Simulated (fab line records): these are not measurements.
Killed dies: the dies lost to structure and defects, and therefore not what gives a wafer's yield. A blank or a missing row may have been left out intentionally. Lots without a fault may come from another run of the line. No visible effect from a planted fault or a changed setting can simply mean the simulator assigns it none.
Matching of chambers | flow n5 finfet | N5_BEOL_M7_ETCH_62 on rie diel-06 has 4 sister chambers
The step etches SOC in N2/H2, target depth 110 nm, overetch 22 nm, time 165 s. 22 wafers are shown with their chamber, then 11 later ones without.

WAFERS PAIRED WITH THEIR CHAMBERS
wafer  | chamber | showerhead plenum p Torr (Torr) | throttle valve pct (%) | drypump motor current A (A)
L075.1 | 1       | 2.40                            | 17.65                  | 5.7
L075.2 | 3       | 2.43                            | 18.13                  | 5.3
L075.6 | 3       | 2.43                            | 18.12                  | 5.3
L077.4 | 2       | 2.63                            | 18.00                  | 5.2
L077.5 | 3       | 2.42                            | 18.15                  | 5.4
L077.6 | 0       | 2.48                            | 17.58                  | 4.9
L082.1 | 3       | 2.42                            | 18.16                  | 5.4
L082.3 | 1       | 2.39                            | 17.67                  | 5.7
L082.4 | 2       | 2.62                            | 18.02                  | 5.2
L083.2 | 2       | 2.62                            | 18.02                  | 5.3
L083.3 | 1       | 2.39                            | 17.70                  | 5.7
L083.6 | 2       | 2.62                            | 18.02                  | 5.3
L084.1 | 2       | 2.62                            | 18.02                  | 5.2
L084.3 | 0       | 2.48                            | 17.61                  | 4.9
L084.4 | 3       | 2.42                            | 18.16                  | 5.4
L086.2 | 1       | 2.39                            | 17.70                  | 5.7
L086.4 | 0       | 2.48                            | 17.63                  | 4.9
L086.5 | 3       | 2.41                            | 18.16                  | 5.4
L089.2 | 1       | 2.39                            | 17.71                  | 5.6
L089.3 | 0       | 2.47                            | 17.62                  | 4.9
L089.5 | 0       | 2.47                            | 17.63                  | 4.9
L090.2 | 3       | 2.41                            | 18.18                  | 5.4

SIGNATURES (means of the wafers above)
reading                  | chamber 0 | chamber 1 | chamber 2 | chamber 3 | scatter within a chamber
showerhead plenum p Torr | 2.4760    | 2.3920    | 2.6220    | 2.4200    | 0.00615
throttle valve pct       | 17.6140   | 17.6860   | 18.0160   | 18.1514   | 0.0198
drypump motor current A  | 4.900     | 5.680     | 5.240     | 5.371     | 0.0436
Rule: a wafer lies at a distance from a chamber equal to the root of the sum of squares, over the readings, of (its reading less the chamber's mean, divided by the reading's scatter). The wafer belongs to the nearest chamber; if the next one is less than 2 further off, it can't be placed. The scatter is the square root of a quotient: the sum, over the shown wafers, of each reading's squared deviation from its chamber's mean, divided by wafers minus chambers.

WAFERS MISSING THEIR CHAMBER
wafer  | showerhead plenum p Torr (Torr) | throttle valve pct (%) | drypump motor current A (A)
L090.4 | 2.39                            | 17.71                  | 5.7
L090.6 | 2.47                            | 17.64                  | 5.0
L093.2 | 2.70                            | 17.24                  | 5.7
L093.4 | 2.47                            | 17.65                  | 4.9
L093.6 | 2.62                            | 17.61                  | 5.2
L095.2 | 2.41                            | 18.21                  | 5.4
L095.5 | 2.62                            | 17.61                  | 5.2
L095.6 | 2.41                            | 18.21                  | 5.4
L096.2 | 2.47                            | 17.65                  | 4.9
L096.5 | 2.47                            | 17.65                  | 4.9
L096.6 | 2.41                            | 18.19                  | 5.4

WHICH CHAMBER EACH WENT THROUGH
wafer  | from the rows above | in truth
L090.4 | 1                   | 1
L090.6 | 0                   | 0
L093.2 | 2                   | 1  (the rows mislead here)
L093.4 | 0                   | 0
L093.6 | 2                   | 2
L095.2 | 3                   | 3
L095.5 | 2                   | 2
L095.6 | 3                   | 3
L096.2 | 0                   | 0
L096.5 | 0                   | 0
L096.6 | 3                   | 3
Placed correctly: 10 of 11. Left unplaced by these rows: 0. 1 placed wrongly.
